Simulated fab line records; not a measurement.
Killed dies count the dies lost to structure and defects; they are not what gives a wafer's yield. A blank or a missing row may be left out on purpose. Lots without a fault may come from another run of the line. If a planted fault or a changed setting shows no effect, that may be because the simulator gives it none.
Split-lot experiment || flow n5 finfet || route with 1938 steps; 7 lots, 21 wafers read

== THE SPLIT ITSELF ==
At N5_MOL_CONTACT_COAG_ETCH_106 (etches SOC in N2/H2, target depth 80 nm, overetch 16 nm, time 120 s), the setting source w was moved away from the recipe's 840 W on 6 of the 21 wafers read, by -16.5% to +17.9%. The other wafers ran this setting at the recipe's value.

The reading comes from the split's own step.

== THE READING ==
rf vpp V, in V, at N5_MOL_CONTACT_COAG_ETCH_106 (etches SOC in N2/H2, target depth 80 nm, overetch 16 nm, time 120 s). A value of 524.5 V with a standard deviation of 2.6 V is what fault-free wafers of this fab line usually give.

{"wafer": "L075.4", "tool, chamber at the split": "rie diel-06, 1", "source w as run, W": 840, "against the recipe": "recipe", "rf vpp V, V": 521.5, "against lot-mates on the recipe": "-"}
{"wafer": "L075.5", "tool, chamber at the split": "rie diel-06, 3", "source w as run, W": 840, "against the recipe": "recipe", "rf vpp V, V": 525.5, "against lot-mates on the recipe": "-"}
{"wafer": "L075.6", "tool, chamber at the split": "rie diel-06, 0", "source w as run, W": 840, "against the recipe": "recipe", "rf vpp V, V": 523.4, "against lot-mates on the recipe": "-"}
{"wafer": "L080.2", "tool, chamber at the split": "rie diel-01, 2", "source w as run, W": 990, "against the recipe": "+17.9%", "rf vpp V, V": 498.7, "against lot-mates on the recipe": -23.6}
{"wafer": "L080.4", "tool, chamber at the split": "rie diel-01, 3", "source w as run, W": 990, "against the recipe": "+17.9%", "rf vpp V, V": 495.3, "against lot-mates on the recipe": -27.0}
{"wafer": "L080.6", "tool, chamber at the split": "rie diel-01, 0", "source w as run, W": 840, "against the recipe": "recipe", "rf vpp V, V": 522.3, "against lot-mates on the recipe": "-"}
{"wafer": "L087.1", "tool, chamber at the split": "rie diel-01, 1", "source w as run, W": 840, "against the recipe": "recipe", "rf vpp V, V": 525.2, "against lot-mates on the recipe": "-"}
{"wafer": "L087.2", "tool, chamber at the split": "rie diel-01, 0", "source w as run, W": 840, "against the recipe": "recipe", "rf vpp V, V": 521.4, "against lot-mates on the recipe": "-"}
{"wafer": "L087.5", "tool, chamber at the split": "rie diel-01, 0", "source w as run, W": 701.6, "against the recipe": "-16.5%", "rf vpp V, V": 553.9, "against lot-mates on the recipe": "+30.6"}
{"wafer": "L091.1", "tool, chamber at the split": "rie diel-03, 3", "source w as run, W": 840, "against the recipe": "recipe", "rf vpp V, V": 520.7, "against lot-mates on the recipe": "-"}
{"wafer": "L091.3", "tool, chamber at the split": "rie diel-03, 1", "source w as run, W": 840, "against the recipe": "recipe", "rf vpp V, V": 528.3, "against lot-mates on the recipe": "-"}
{"wafer": "L091.5", "tool, chamber at the split": "rie diel-03, 2", "source w as run, W": 884.6, "against the recipe": "+5.3%", "rf vpp V, V": 518.7, "against lot-mates on the recipe": -5.8}
{"wafer": "L092.2", "tool, chamber at the split": "rie diel-03, 2", "source w as run, W": 840, "against the recipe": "recipe", "rf vpp V, V": 527.9, "against lot-mates on the recipe": "-"}
{"wafer": "L092.3", "tool, chamber at the split": "rie diel-03, 1", "source w as run, W": 840, "against the recipe": "recipe", "rf vpp V, V": 528.6, "against lot-mates on the recipe": "-"}
{"wafer": "L092.4", "tool, chamber at the split": "rie diel-03, 0", "source w as run, W": 840, "against the recipe": "recipe", "rf vpp V, V": 524.2, "against lot-mates on the recipe": "-"}
{"wafer": "L095.1", "tool, chamber at the split": "rie diel-01, 1", "source w as run, W": 840, "against the recipe": "recipe", "rf vpp V, V": 524.1, "against lot-mates on the recipe": "-"}
{"wafer": "L095.4", "tool, chamber at the split": "rie diel-01, 0", "source w as run, W": 840, "against the recipe": "recipe", "rf vpp V, V": 522.9, "against lot-mates on the recipe": "-"}
{"wafer": "L095.6", "tool, chamber at the split": "rie diel-01, 0", "source w as run, W": 840, "against the recipe": "recipe", "rf vpp V, V": 520.4, "against lot-mates on the recipe": "-"}
{"wafer": "L096.1", "tool, chamber at the split": "rie diel-01, 2", "source w as run, W": 840, "against the recipe": "recipe", "rf vpp V, V": 526.6, "against lot-mates on the recipe": "-"}
{"wafer": "L096.2", "tool, chamber at the split": "rie diel-01, 0", "source w as run, W": 978.3, "against the recipe": "+16.5%", "rf vpp V, V": 495.2, "against lot-mates on the recipe": -31.4}
{"wafer": "L096.5", "tool, chamber at the split": "rie diel-01, 2", "source w as run, W": 978.3, "against the recipe": "+16.5%", "rf vpp V, V": 499.5, "against lot-mates on the recipe": -27.1}

FIT RESULTS
A straight line over all 21 wafers: rf vpp V changes by -1.62 V for each +1% of source w; r = -0.98; the points scatter about the line by 2.7 V.
The same after taking each lot's own level away (the mean of its wafers on the recipe; 21 wafers): -1.64 V for each +1%; r = -0.98; scatter 2.7 V.
That fit puts the effect of the largest move of source w on the reading at 29 V.
Measured against the standard deviation above, the lots' own levels, which go from 522.30 to 526.90 V, span 1.8 times it.
So the lot-to-lot level changes the slope little: the two slopes agree.
Check: with one of the wafers moved furthest among these (+17.9%) left out of the fit, the line predicts -30.3 V for it against its lot-mates. Against them it came out at -23.6 V.
Tool readings at the split's step, against how far the setting was moved: rf vpp V r = -0.98.

== THE OTHER SPLITS THESE WAFERS WENT THROUGH ==
These wafers also went through other splits before the reading. Each is held against what the fit with the lots' levels taken away leaves over:
{"other split on the same wafers": "N5_SDB_CUT_ETCH_26 bias w", "wafers away from the commonest value": "as run: not given for these wafers", "r with rf vpp V (lot level and that fit taken away)": "-"}

== THE WHOLE CHAIN: every reading that the file lists as answering this split, in the file's order ==
{"step": "N5_MOL_CONTACT_COAG_ETCH_106", "what it does": "etches SOC in N2/H2, target depth 80 nm, overetch 16 nm, time 120 s", "reading": "rf vpp V", "change (the file's fit)": "-1.65 V for each +1% of the setting", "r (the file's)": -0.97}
{"step": "N5_MOL_CONTACT_COAG_ETCH_106", "what it does": "etches SOC in N2/H2, target depth 80 nm, overetch 16 nm, time 120 s", "reading": "SiARC_of_MOL_CONTACT_COAG_COAT_104.thk nm (the simulator's own value, which no gauge read)", "change (the file's fit)": "-0.0277 nm for each +1% of the setting", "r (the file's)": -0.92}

== THE FILE'S OWN FIT ==
rf vpp V changes by -1.65 V for each +1% of source w, r = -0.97.
